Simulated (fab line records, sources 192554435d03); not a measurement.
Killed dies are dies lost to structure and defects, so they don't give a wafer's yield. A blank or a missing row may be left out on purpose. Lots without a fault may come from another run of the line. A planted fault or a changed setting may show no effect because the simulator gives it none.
Chamber matching | flow n5_finfet | N5_BEOL_M0_SAQP_STRIP_75 on rie_diel-03: 4 sister chambers
The step strips in CF4. 4 wafers are shown with their chamber, then 9 later ones without.

WAFERS WITH THEIR CHAMBER
wafer  | chamber | throttle_valve_pct (%)
L087.5 | 1       | 13.69
L088.1 | 3       | 13.45
L088.2 | 0       | 13.24
L088.4 | 2       | 13.89

WAFERS WITHOUT THEIR CHAMBER
wafer  | throttle_valve_pct (%)
L089.2 | 13.89
L089.4 | 13.70
L089.5 | 13.70
L092.3 | 13.71
L092.5 | 13.70
L092.6 | 13.89
L093.4 | 13.72
L093.5 | 13.25
L093.6 | 13.47

WHICH CHAMBER EACH WENT THROUGH
wafer  | from the rows above | in truth
L089.2 | 2                   | 2
L089.4 | 1                   | 1
L089.5 | 1                   | 1
L092.3 | 1                   | 1
L092.5 | 1                   | 1
L092.6 | 2                   | 2
L093.4 | 1                   | 1
L093.5 | 0                   | 0
L093.6 | 3                   | 3
Placed correctly: 9 of 9. Can't be placed from these rows: 0. Placed wrongly: 0.
How it was worked out, from the rows above alone: a wafer's distance from a chamber is the root of the sum, over the readings, of the square of ((its reading less the chamber's mean) divided by the reading's scatter). The wafer belongs to the nearest chamber; if the next one is less than 2 further off, it can't be placed. A chamber's mean is the mean of its shown wafers. The scatter: with one shown wafer a chamber, the root of the mean of the squares of how far each hidden wafer lies from its nearest shown one.
